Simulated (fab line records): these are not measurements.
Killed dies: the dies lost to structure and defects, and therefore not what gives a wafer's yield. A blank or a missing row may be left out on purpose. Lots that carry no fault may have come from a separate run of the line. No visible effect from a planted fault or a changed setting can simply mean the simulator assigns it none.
A struck lot beside a sound one | flow n5Finfet | 20 steps out of a route of 1938
Sound: the wafers L872.1, L872.4, L872.5. The struck wafers were L876.2, L876.4, L876.6. The cause is given at the end.
Order at every step that has rows: each side's tool, ch and its chambers, its first start. Under that, the readings that differ: sound wafers | struck wafers | difference of the means | sigmas: that difference in standard deviations of wafers without a fault.
alike: readings whose means differ by less than 2 such deviations, and words and numbers that are the same on both sides. not compared: withheld readings, readings that some wafer has no value for, bounds like >300 that may hide the same value, and numbers for which the record gives no deviation and whose values overlap.
The two part at a step that has a row with sigmas, a row that says differs or no value, or rows on one side only. Numbers that don't overlap but have no deviation are shown without sigmas and don't part them. Lack of a reading on every wafer of one side parts them only where that side has two or more wafers.

N5_BEOL_M0_SAQP_ETCH_88: etches underlayer in N2/H2, target depth 6.5 nm, time 5.2 s.
  sound on rieDiel-01 ch 1,2, day 7 17:31; struck on rieDiel-01 ch 0,2,3, day 9 03:55
  alike: drypumpMotorCurrentA, etchRfOnTimeS, h2FlowSccm, oesProductAu, rfVppV, showerheadPlenumPTorr, throttleValvePct
  not compared: rfHoursCounterH
N5_BEOL_M0_SAQP_ETCH_73: etches SiARC in CF4, target depth 19.5 nm, time 32.5 s.
  sound on rieDiel-01 ch 1,2, day 7 17:32; struck on rieDiel-01 ch 0,2,3, day 9 03:56
  alike: drypumpMotorCurrentA, etchRfOnTimeS, oesProductAu, rfVppV, showerheadPlenumPTorr, throttleValvePct
  not compared: rfHoursCounterH
N5_BEOL_M0_SAQP_CUT_ETCH_46: etches SOC in N2/H2, target depth 135 nm, overetch 27 nm, time 202.5 s.
  sound on rieDiel-01 ch 1,2, day 7 17:34; struck on rieDiel-01 ch 0,2,3, day 9 03:58
  alike: drypumpMotorCurrentA, h2FlowSccm, rfVppV, showerheadPlenumPTorr, throttleValvePct
  not compared: rfHoursCounterH
then, 2 steps without rows for these wafers: N5_BEOL_M0_SAQP_STRIP_74 (strips in N2/H2); N5_BEOL_M0_SAQP_STRIP_89 (strips in N2/H2).
N5_BEOL_M0_SAQP_ALD_48: deposits SiO2, target thk 20 nm, pulse time 1 s, co reactant pulse time 1 s.
  sound on aldSin-01 ch 1,2, day 7 17:53; struck on aldSin-01 ch 1,2, day 9 04:14
  alike: chamberPressureTorr, heaterPowerW, precursorPulseHeightRel
N5_BEOL_M0_SAQP_ETCH_49: etches SiO2 in CF4/O2, target depth 37 nm.
  sound on rieDiel-06 ch 0,1,3, day 7 18:24; struck on rieDiel-06 ch 0,1,2, day 9 04:46
  alike: drypumpMotorCurrentA, oesProductAu, rfVppV, showerheadPlenumPTorr, throttleValvePct
  not compared: rfHoursCounterH
then, 5 steps without rows for these wafers: N5_BEOL_M0_SAQP_STRIP_75 (strips in CF4); N5_BEOL_M0_CUTY_COAT_50 (time 60 s, resist thk 15 nm); N5_BEOL_M0_CUTY_COAT_51 (resist thk 150 nm); N5_BEOL_M0_CUTY_EBR_52; N5_BEOL_M0_CUTY_SOFTBAKE_53 (time 60 s).
N5_BEOL_M0_CUTY_EXPOSE_54: exposes mask M0 ABLK.
  sound on arfiScanner-01 ch 0, day 7 18:39; struck on arfiScanner-02 ch 0, day 9 05:08
reading                            | sound       | struck      | difference | sigmas
model.BEOL_M0_CUTY.overlayXNm (nm) | 0.2 0.2 0.2 | 8.4 8.4 8.4 | +8.2       | 
  alike: mask
then, 2 steps without rows for these wafers: N5_BEOL_M0_CUTY_PEB_55 (peb time 60 s); N5_BEOL_M0_CUTY_DEVELOP_56 (develop time 30 s).
N5_BEOL_M0_CUTY_CD_MEAS_57: the cd target is 200 nm.
  sound on cdSem-01 ch 0, day 7 18:46; struck on cdSem-01 ch 0, day 9 05:16
  alike: cdNm
N5_BEOL_M0_CUTY_OVL_MEAS_58:
  sound on overlay-01 ch 0, day 7 18:48; struck on overlay-01 ch 0, day 9 05:17
reading          | sound       | struck      | difference | sigmas
M0_ABLK_OVL (nm) | 1.7 1.3 0.8 | 7.6 8.1 8.4 | +6.8       | +8
N5_BEOL_M0_CUTY_INSPECT_59: inspects for defects (macro).
  sound: defectInspect-02 at day 7 18:49; struck: defectInspect-01 at day 9 05:19
  alike: rawDefectCount
-- a jump in the record: the struck wafers' starts before and after are 2 days apart (it breaks off in module BEOL_M0_CUTY and resumes in module BEOL_M4, where the first step shown is number 1111 of the route) --
N5_BEOL_M4_RC_MEAS_101:
  sound on prober-01 ch 0, day 9 18:10; struck on prober-02 ch 0, day 11 09:32
  alike: DIBL_N, DIBL_P, IOFF_N, IOFF_P, ION_N, ION_P, SS_N, SS_P, VT_N, VT_P
-- the record jumps here: 4 days lie between the struck wafers' starts before and after (it left off in module BEOL_M4 and takes up again in module PASSIVATION, whose first step shown is number 1936 of the route) --
N5_PASSIVATION_PROBE_49:
  sound: prober-02 at day 14 13:02; struck: prober-01 at day 15 17:25
  alike: defectLimitedYield, killed_at_M0_to_M3, killed_at_M4_up, killedAtContacts, killedAtFrontEnd, killedAtOther, killedDies, killedOpen, killedShort, sort_bin_5_function, sort_bin_6_memory, sortNPass, sortYieldPct

== WHERE THEY PART ==
N5_BEOL_M0_CUTY_OVL_MEAS_58 only, going by this record. Later steps at which nothing parts them and some readings are alike: N5_BEOL_M0_CUTY_INSPECT_59, N5_BEOL_M4_RC_MEAS_101, N5_PASSIVATION_PROBE_49.

WHY: whatever the simulator had introduced
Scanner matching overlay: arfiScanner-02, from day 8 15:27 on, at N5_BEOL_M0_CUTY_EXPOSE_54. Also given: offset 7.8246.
